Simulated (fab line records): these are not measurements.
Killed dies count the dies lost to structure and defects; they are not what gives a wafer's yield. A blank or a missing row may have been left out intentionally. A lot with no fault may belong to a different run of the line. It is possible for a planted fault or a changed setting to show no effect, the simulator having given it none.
Which tool is to blame? ; flow nand_harc ; Sampling: 13 lots, 39 wafers, 6 of 1302 route steps

== WHAT THE GAUGES SHOWED, per wafer ==
NHARC_A_ZERO_WELL_INSPECT_17.
lot;measured;on;raw_defect_count
L844;day 7 09:24;defect_inspect-02;9 20 14
L845;day 7 11:20;defect_inspect-01;7 10 14
L848;day 8 11:42;defect_inspect-02;23 9 20
L849;day 9 02:05;defect_inspect-01;4 7 6
L854;day 10 14:53;defect_inspect-02;14 12 10
L853;day 10 15:34;defect_inspect-02;14 24 25
L855;day 11 07:21;defect_inspect-01;9 12 11
L858;day 12 19:25;defect_inspect-02;7 20 20
L857;day 12 22:08;defect_inspect-02;6 17 8
L864;day 15 01:51;defect_inspect-02;24 23 32
L865;day 15 16:14;defect_inspect-01;14 4 6
L866;day 15 21:59;defect_inspect-02;14 7 10
L867;day 16 06:31;defect_inspect-02;8 19 15

NHARC_A_ONON_D1_THK_MEAS_08: measures by ellipsometry.
lot;measured;on;thk_nm (nm)
L844;day 8 07:31;film_metro-02;1000 1000 1000
L845;day 8 07:30;film_metro-01;1001 1000 1000
L848;day 9 09:55;film_metro-01;998 1001 1000
L849;day 10 02:13;film_metro-01;1011 1014 1012
L854;day 11 15:31;film_metro-02;984 983 985
L853;day 11 15:30;film_metro-01;1016 1016 1014
L855;day 12 07:21;film_metro-01;1591 1595 1595 1593 1594 1594
L858;day 13 18:16;film_metro-02;987 989 989
L857;day 13 18:19;film_metro-02;1620 1619 1620 1618 1620 1619
L864;day 15 23:17;film_metro-02;999 996 999
L865;day 16 15:03;film_metro-01;984 984 982
L866;day 16 19:43;film_metro-01;986 984 985
L867;day 17 05:45;film_metro-01;1000 998 998

NHARC_A_ONON_D1_THK_MEAS_18: measures by ellipsometry.
lot;measured;on;thk_nm (nm)
L844;day 8 16:40;film_metro-02;998 998 998
L845;day 8 16:39;film_metro-01;985 987 985
L848;day 9 18:35;film_metro-02;994 993 993
L849;day 10 12:58;film_metro-01;997 996 996
L854;day 12 00:28;film_metro-01;999 998 999
L853;day 12 00:28;film_metro-02;1002 1000 1002
L858;day 14 04:36;film_metro-02;992 991 993
L864;day 16 08:14;film_metro-02;1003 1001 1000
L865;day 17 00:12;film_metro-01;997 996 996
L866;day 17 04:28;film_metro-02;1000 999 998
L867;day 17 14:35;film_metro-02;1012 1012 1013

NHARC_END_SORT_01.
lot;measured;on;defect_limited_yield (%);killed_at_array;killed_at_other;killed_at_periphery;killed_dies;killed_open;killed_short;sort_bin_2_pct (%);sort_bin_3_pct (%);sort_bin_4_pct (%);sort_n_pass;sort_rim_yield_pct (%);sort_yield_pct (%)
L864;day 31 19:32;prober-02;93.4 93.4 94.4;44 38 31;0 1 0;1 6 7;45 45 38;2 6 1;2 3 5;2.1 1.9 2.1;0.7 0.1 0.1;3.8 4.6 3.4;632 632 639;87 81 91;93.4 93.4 94.4

== TOOL THAT RAN EACH LOT (tool first, then ch and the chambers of the sampled wafers, then the start) ==
lot;NHARC_A_ZERO_WELL_DESCUM_12;NHARC_A_ONON_D1_DEP_06
L844;rie_diel-04 ch 0,2, day 7 08:05;pecvd_onon-01 ch 0, day 8 07:07
L845;rie_diel-09 ch 2,3, day 7 10:00;pecvd_onon-04 ch 0, day 8 07:03
L848;rie_diel-09 ch 0,1,2, day 8 10:24;pecvd_onon-01 ch 0, day 9 09:24
L849;rie_diel-09 ch 1,2, day 9 00:47;pecvd_onon-04 ch 0, day 10 01:46
L854;rie_diel-04 ch 1,3, day 10 13:34;pecvd_onon-04 ch 0, day 11 15:01
L853;rie_diel-01 ch 1,3, day 10 14:13;pecvd_onon-01 ch 0, day 11 14:59
L855;rie_diel-09 ch 0,1,2, day 11 06:03;pecvd_onon-04 ch 0, day 12 06:58
L858;rie_diel-09 ch 0,2, day 12 18:06;pecvd_onon-01 ch 0, day 13 17:46
L857;rie_diel-01 ch 0,1,2, day 12 20:51;pecvd_onon-04 ch 0, day 13 17:49
L864;rie_diel-04 ch 0,1,3, day 15 00:29;pecvd_onon-02 ch 0, day 15 22:46
L865;rie_diel-09 ch 1,2, day 15 14:56;pecvd_onon-01 ch 0, day 16 14:40
L866;rie_diel-01 ch 2,3, day 15 20:41;pecvd_onon-02 ch 0, day 16 19:13
L867;rie_diel-09 ch 0,1,3, day 16 05:14;pecvd_onon-02 ch 0, day 17 05:14
- NHARC_A_ZERO_WELL_DESCUM_12: chemistry O2, time 3 s.
- NHARC_A_ONON_D1_DEP_06: target thk 1000 nm.

== AS READ BY THE TOOLS THEMSELVES (means over the sampled wafers that have a number; for cases with no such wafer, the mark the record gives instead) ==
NHARC_A_ZERO_WELL_DESCUM_12.
lot;tool;drypump_motor_current_A (A);mfc_ar_sccm (sccm);oes_product_au (a.u.);rf_vpp_V (V);showerhead_plenum_p_Torr (Torr);throttle_valve_pct (%)
L844;rie_diel-04;6.1;0.009;1.009;57.9;2.01;11.307
L845;rie_diel-09;5.4;0.031;1.001;58.7;1.89;11.303
L848;rie_diel-09;5.8;0.024;0.995;57.7;1.95;11.306
L849;rie_diel-09;5.5;0.022;0.987;57.9;1.88;11.311
L854;rie_diel-04;6.0;0.000;1.004;58.5;2.00;11.305
L853;rie_diel-01;5.8;0.000;1.000;58.2;1.93;11.309
L855;rie_diel-09;5.8;0.024;0.997;58.2;1.95;11.317
L858;rie_diel-09;5.8;0.030;1.008;57.8;1.99;11.315
L857;rie_diel-01;5.9;0.006;0.999;57.2;1.84;11.316
L864;rie_diel-04;6.2;0.000;1.002;57.8;1.96;11.308
L865;rie_diel-09;5.5;0.022;0.999;57.8;1.88;11.307
L866;rie_diel-01;6.0;0.000;1.007;57.7;1.81;11.309
L867;rie_diel-09;6.1;0.028;0.987;58.0;1.98;11.323

== THE ANSWER, worked out from the rows above alone ==
Rule: what is usual is taken from the lots themselves. The widest of any qualifying gaps counts: lots, ordered by their means at a reading, are off when they make up no more than a third of the lots, leave a main group of 4 or more, and stand apart from it by 3 or more times the standard deviation of that group's means. A main group is skipped when, at the precision printed for the reading in the tables above, its means are all equal. Also off: a lot with no number at a reading for which 4 or more lots have one. Any other lot the step has rows for is counted as sound. Order of review: gauges by route order, followed by the tools' own readings, for which a lot's mean as printed above is used. The first step at which some lot is off is used, and at that step the reading that is off furthest; a lot without a number counts as furthest.
Off: L855, L857, at NHARC_A_ONON_D1_THK_MEAS_08 (thk_nm). The main group: mean 997 nm, standard deviation 10.
If a tool, at a process step before that reading, ran all the lots that are off and no sound lot after the first of them, it fits. Those tools and the gauges at NHARC_A_ONON_D1_THK_MEAS_08 are tried in the same way. One fits: NHARC_A_ONON_D1_DEP_06 on pecvd_onon-04. Its last sound lot is L854 (day 11 15:01), its first lot that is off L855 (day 12 06:58): a fault that began between those two fits.

== WHAT THE SIMULATOR PUT IN ==
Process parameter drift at NHARC_A_ONON_D1_DEP_06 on pecvd_onon-04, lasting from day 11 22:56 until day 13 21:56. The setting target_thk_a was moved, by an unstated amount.
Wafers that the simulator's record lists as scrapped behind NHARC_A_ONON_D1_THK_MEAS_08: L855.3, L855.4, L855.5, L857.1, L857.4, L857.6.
Lots struck among those shown: L855, L857. The rule given above showed the same thing.
